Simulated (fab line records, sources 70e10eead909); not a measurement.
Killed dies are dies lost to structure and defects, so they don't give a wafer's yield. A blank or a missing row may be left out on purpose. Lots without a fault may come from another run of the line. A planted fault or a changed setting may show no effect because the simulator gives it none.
fab line records | flow nand_harc | part 2 of 2: steps 21 to 28 of 28
record lots=5 wafers=15 last_day=24
route steps=1159 shown A_CHANNEL_HOLE_D1@476 A_CHANNEL_FILL_D1@490
lots that met no fault: from a run of the same line without faults
start_h: hours from the record's first day to the start of the lot's first wafer shown | wait_h: hours since the lot's step before | " the same as in the row above | L1.1+2: a row that stands for several wafers | - no value, or no start given | * or withheld: withheld | < > ~ a bound
route shown NAME@n: a module of which the file shows steps, and the number in the route of the first | usual: mean/standard deviation of fault-free wafers | same: alike in all rows | chamber/n: place in a boat | sites: the reading at each site | _std_site: their standard deviation | _edge_site: outer sites' mean less inner sites' | radius_mm: how far each site lies from the wafer's centre | mask NAME#n: copy n | behind: the tool/chamber that last shaped the wafer | hold: why the lot was held/for how many hours/how that ended | device: the transistor (n, p or np) that didn't switch | end of line: the same wafers' tests at the end of the route | a step without rows: its recipe alone | killed: dies lost to structure and defects at the first sort, not the wafer's yield | map: a wafer's dies, x killed, . not, _ none there
set.NAME: the setting as run; set.NAME@STEP: as run at that earlier step | model.NAME: the simulator's own value behind a step, which no gauge read
lots at some steps of the route; a table a step, a row a wafer
services: from which hour (start_h, from the record's first day; less than 0 if before it) a tool's chamber was out of use, for how many hours, and why
## steps
# step NHARC_A_CHANNEL_FILL_D1_ALD_16
# recipe target_thk_a=15 pulse_time_s=10 ald_cycles=15 temp_c=300 material=SiO2
# usual heater_power_outer_w=270/22 heater_power_w=473/38 precursor_pulse_height_rel=1.000/0.02 susceptor_temp_C=299.99/0.19
# columns lot.wafer tool chamber start_h wait_h heater_power_outer_w heater_power_w precursor_pulse_height_rel susceptor_temp_C
L081.3 ald_hk-01 3 239.30 0.0 264 462 1.006 299.99
L081.1 " 0 " " 302 522 0.984 299.86
L081.5 " 0 " " 290 509 0.981 299.72
L084.4 ald_hk-02 3 251.28 0.1 315 522 1.009 299.75
L084.1 " 0 " " 265 431 1.001 300.36
L084.6 " 1 " " 273 453 0.986 300.15
L089.4 ald_hk-01 2 284.36 0.5 255 468 0.968 300.13
L089.1 " 0 " " 290 497 1.019 300.03
L089.3 " 1 " " 228 435 1.039 299.82
L092.3 ald_hk-02 1 296.26 0.1 264 454 1.014 299.88
L092.1 " 2 " " 287 528 1.023 300.20
L092.5 " 3 " " 328 535 0.972 299.86
L093.3 ald_hk-04 1 314.93 0.2 258 425 0.993 299.91
L093.4 " 3 " " 247 449 0.988 300.22
L093.5 " 0 " " 265 433 0.997 299.82
# step NHARC_A_CHANNEL_FILL_D1_ANNEAL_17
# recipe temp_c=850 time_s=1800
# usual spike_tc_upper_C=850.7/1.1 tube_center_temp_C_max=852.2/0.35
# columns lot.wafer tool chamber start_h wait_h spike_tc_upper_C tube_center_temp_C_max
L081.1 furnace-02 0 243.62 - 850.3 851.8
L081.3 " 0 " " 850.7 851.7
L081.5 " 0 " " 851.3 852.3
L084.1 furnace-02 0 254.40 - 852.3 852.2
L084.4 " 0 " " 850.3 852.4
L084.6 " 0 " " 850.9 852.5
L089.1 furnace-02 0 287.58 3.1 851.4 852.2
L089.3 " 0 " " 850.3 852.3
L089.4 " 0 " " 849.9 852.0
L092.1 furnace-02 0 300.24 - 848.8 852.1
L092.3 " 0 " " 850.8 851.8
L092.5 " 0 " " 850.8 851.9
L093.3 furnace-05 0 317.91 - 850.6 852.1
L093.4 " 0 " " 852.4 852.3
L093.5 " 0 " " 850.9 852.6
# step NHARC_A_CHANNEL_FILL_D1_CVD_18
# recipe target_thk_a=30 temp_c=550 material=poly-Si
# usual spike_tc_upper_C=551.2/0.9
# columns lot.wafer tool chamber start_h wait_h spike_tc_upper_C
L081.1 lpcvd_poly-03 0 250.21 - 552.6
L081.3 " 0 " " 551.1
L081.5 " 0 " " 550.1
L084.1 lpcvd_poly-04 0 260.75 - 552.4
L084.4 " 0 " " 553.3
L084.6 " 0 " " 552.9
L089.1 lpcvd_poly-04 0 293.96 - 550.8
L089.3 " 0 " " 551.0
L089.4 " 0 " " 551.2
L092.1 lpcvd_poly-03 0 306.82 - 550.1
L092.3 " 0 " " 550.8
L092.5 " 0 " " 551.0
L093.3 lpcvd_poly-01 0 324.57 - 551.5
L093.4 " 0 " " 550.2
L093.5 " 0 " " 551.1
# step NHARC_A_CHANNEL_FILL_D1_ETCHBACK_19
# recipe target_depth_a=50 time_s=1.7 hbr_flow_sccm=150 cl2_flow_sccm=50 rf_w=400 icp_w=400 bias_w=100 chemistry=HBr/Cl2
# usual chamber_pressure_mTorr=14.999/0.012 drypump_motor_current_A=5.8/0.53 oes_product_au=1.002/0.015 throttle_valve_pct=26.406/0.0094
# columns lot.wafer tool chamber start_h wait_h chamber_pressure_mTorr drypump_motor_current_A oes_product_au rf_hours_counter_h throttle_valve_pct
L081.1 rie_si-01 3 252.29 0.4 15.004 5.7 0.976 1.1 26.398
L081.3 " 1 " " 14.989 5.5 1.011 0.9 26.387
L081.5 " 2 " " 15.026 5.4 1.002 - 26.399
L084.1 rie_si-04 3 262.81 0.4 14.998 5.9 1.009 1.6 26.410
L084.4 " 0 " " 15.002 6.5 0.990 1.6 26.407
L084.6 " 0 " " 15.030 6.5 0.991 - 26.433
L089.1 rie_si-04 1 296.04 0.4 14.991 6.6 1.001 0.1 26.406
L089.3 " 2 " " 15.000 4.7 1.018 0.2 26.416
L089.4 " 3 " " 15.008 5.9 0.990 0.1 26.431
L092.3 rie_si-05 0 308.90 0.4 15.008 6.1 1.003 0.7 26.410
L092.1 " 2 " " 14.984 5.5 1.020 0.7 26.408
L092.5 " 2 " " 14.980 5.6 1.026 - 26.418
L093.4 rie_si-01 2 326.63 0.4 15.006 5.4 1.014 0.2 26.399
L093.3 " 3 " " 15.003 5.8 1.014 0.1 26.390
L093.5 " 2 " " 15.001 5.4 1.023 - 26.415
# step NHARC_A_CHANNEL_FILL_D1_ETCHBACK_20
# recipe target_depth_a=270 time_s=13.5 c4f8_flow_sccm=withheld o2_flow_sccm=8 ar_flow_sccm=withheld rf_w=600 bias_w=1500 chemistry=C4F8/O2/Ar
# usual chamber_pressure_mTorr=25.002/0.021 oes_product_au=0.97/0.038 rf_vpp_V=981/6.3
# columns lot.wafer tool chamber start_h wait_h chamber_pressure_mTorr oes_product_au rf_hours_counter_h rf_vpp_V
L081.1 rie_diel-12 2 252.42 - 24.993 0.99 1 983
L081.3 " 3 " " 25.005 0.98 1 982
L081.5 " 0 " " 24.983 0.99 - 988
L084.4 rie_diel-08 0 262.94 - 24.976 0.91 25 981
L084.1 " 3 " " 25.032 0.94 26 988
L084.6 " 0 " " 25.007 0.91 - 981
L089.3 rie_diel-12 0 296.18 - 25.013 0.92 2 987
L089.4 " 1 " " 25.019 0.93 2 986
L089.1 " 2 " " 24.997 0.91 2 982
L092.1 rie_diel-09 0 309.04 - 24.976 1.00 1 984
L092.3 " 1 " " 24.956 1.01 1 972
L092.5 " 1 " " 25.012 1.00 - 970
L093.4 rie_diel-09 2 326.75 - 25.005 1.00 2 969
L093.3 " 3 " " 24.990 0.98 2 986
L093.5 " 2 " " 25.037 1.00 - 971
# step NHARC_A_CHANNEL_FILL_D1_STRIP_28
# recipe time_s=20 o2_flow_sccm=500 ar_flow_sccm=0 bias_w=0 chemistry=O2
# usual chamber_pressure_mTorr=60.00/0.056 drypump_motor_current_A=5.6/0.42 oes_product_au=0.994/0.014 rf_vpp_V=58.1/0.82 showerhead_plenum_p_Torr=3.61/0.16 throttle_valve_pct=17.038/0.008
# columns lot.wafer tool chamber start_h wait_h chamber_pressure_mTorr drypump_motor_current_A oes_product_au rf_hours_counter_h rf_vpp_V showerhead_plenum_p_Torr throttle_valve_pct
L081.1 rie_diel-12 3 252.49 0.1 59.93 5.3 0.981 1 57.5 3.63 17.041
L081.3 " 0 " " 59.95 5.4 0.991 1 59.3 3.75 17.041
L081.5 " 3 " " 59.96 5.3 0.987 - 56.7 3.63 17.049
L084.1 rie_diel-08 0 263.04 0.1 60.03 5.7 0.974 25 57.5 3.59 17.026
L084.4 " 2 " " 59.98 5.1 1.015 23 58.1 3.56 17.028
L084.6 " 0 " " 59.99 5.6 0.980 - 58.3 3.59 17.038
L089.1 rie_diel-12 2 296.26 0.1 60.02 5.2 0.982 2 58.3 3.63 17.043
L089.3 " 0 " " 59.90 5.4 0.990 2 58.7 3.75 17.031
L089.4 " 1 " " 60.01 6.2 1.000 2 59.2 3.74 17.047
L092.1 rie_diel-09 3 309.13 0.1 60.02 5.6 0.974 1 57.4 3.75 17.030
L092.3 " 2 " " 60.07 6.0 1.003 1 58.2 3.33 17.050
L092.5 " 0 " " 59.97 5.0 1.000 - 58.0 3.69 17.032
L093.4 rie_diel-09 3 326.84 0.1 60.05 5.7 0.978 2 57.5 3.74 17.043
L093.3 " 1 " " 59.98 6.1 1.015 2 57.7 3.33 17.037
L093.5 " 0 " " 59.96 5.0 0.994 - 59.0 3.69 17.045
# step NHARC_A_CHANNEL_FILL_D1_PRECLEAN_21
# recipe time_s=30 chemistry=dHF
# columns lot.wafer tool chamber start_h wait_h
L081.5+3+1 wet_bench-06 7,0,1 252.60 -
L084.6+1+4 wet_bench-06 4,5,0 263.14 -
L089.4+3+1 wet_bench-06 6,0,1 296.37 -
L092.3+5+1 wet_bench-09 3,4,7 309.23 -
L093.3+4+5 wet_bench-06 4,6,7 326.96 -
# step NHARC_A_CHANNEL_FILL_D1_SRD_23
# columns lot.wafer tool chamber start_h wait_h
L081.5+3+1 wet_bench-06 7,0,1 252.62 0.0
L084.6+1+4 wet_bench-06 4,5,0 263.16 0.0
L089.4+3+1 wet_bench-06 6,0,1 296.39 0.0
L092.3+5+1 wet_bench-09 3,4,7 309.26 0.0
L093.3+4+5 wet_bench-06 4,6,7 326.97 0.0
## services
# columns tool chamber start_h hours kind
wet_bench-05 - 196.80 8.0 pm
rie_diel-12 - 202.43 9.0 pm
rie_diel-09 0 213.18 11.1 repair
wet_bench-01 - 213.62 8.0 pm
rie_diel-03 - 215.30 9.0 pm
wet_bench-03 - 228.45 3.6 repair
ald_hk-01 - 229.23 10.0 pm
rie_diel-10 1 238.02 9.0 repair
rie_diel-08 3 239.65 8.7 repair
rie_diel-09 1 249.82 16.5 repair
rie_si-01 1 253.67 3.6 repair
rie_diel-09 - 254.10 9.0 pm
ald_sin_batch-01 - 255.99 16.4 repair
rie_diel-03 2 271.64 4.0 repair
ald_hk-02 - 280.82 10.0 pm
wet_bench-09 - 288.80 8.0 pm
rie_diel-03 1 294.59 8.8 repair
ald_hk-01 - 301.37 1.0 repair
xsem-02 - 302.00 14.0 pm
har_etch-01 - 305.00 17.0 pm
wet_bench-06 - 305.64 8.0 pm
ald_sin_batch-03 - 314.00 26.0 pm
wet_bench-03 - 322.40 8.0 pm
rie_diel-10 - 323.20 0.2 repair
